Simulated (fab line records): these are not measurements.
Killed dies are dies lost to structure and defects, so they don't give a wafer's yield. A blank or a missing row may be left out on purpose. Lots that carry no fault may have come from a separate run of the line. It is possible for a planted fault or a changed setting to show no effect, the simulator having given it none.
Chamber matching    flow nand-harc    4 sister chambers for NHARC_A_STAIRCASE_CMP_472 on cmp-02
The step polishes SiO2. 14 wafers are shown with their chamber, then 7 later ones without.

## EACH WAFER AND ITS CHAMBER
wafer   chamber  motor-current-A (A)  pad-life-wafers
L076.1  2        11.0                 91
L076.3  0        15.1                 93
L076.4  3        10.8                 92
L077.2  2        10.5                 176
L080.1  3        10.5                 261
L080.4  2        10.8                 260
L082.2  3        10.8                 362
L082.3  1        11.7                 360
L083.3  1        11.6                 36
L083.4  3        11.2                 38
L086.1  2        11.6                 67
L086.2  1        11.6                 66
L089.1  1        11.9                 266
L089.4  0        15.3                 265

SIGNATURES (averages over the wafers above)
reading          chamber 0  chamber 1  chamber 2  chamber 3  scatter within a chamber
motor-current-A  15.200     11.700     10.975     10.825     0.312
pad-life-wafers  179.00     182.00     148.50     188.25     134
Rule: distance of a wafer from a chamber = root of the sum over the readings of ((wafer's reading minus chamber's mean) / reading's scatter) squared. The wafer belongs to the nearest chamber; if the next one is less than 2 further off, it can't be placed. How the scatter is found: for the shown wafers, subtract from each reading the mean of its chamber, square and add these, divide the total by (wafers less chambers), then take the root.

## WAFERS WITH NO CHAMBER GIVEN
wafer   motor-current-A (A)  pad-life-wafers
L092.1  11.6                 369
L092.3  10.1                 367
L093.3  15.5                 42
L093.4  11.4                 43
L094.1  14.7                 50
L096.3  10.8                 156
L096.4  12.3                 159

## EACH ONE'S CHAMBER
wafer   from the rows above           in truth
L092.1  can't be placed: 1 or 2 or 3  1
L092.3  can't be placed: 3 or 2       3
L093.3  0                             0
L093.4  can't be placed: 1 or 2 or 3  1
L094.1  0                             0
L096.3  can't be placed: 3 or 2       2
L096.4  1                             1
Correctly placed: 3 of 7. Unplaceable from these rows: 4, with the true chamber sitting among the candidates in 4. Wrongly placed: 0.
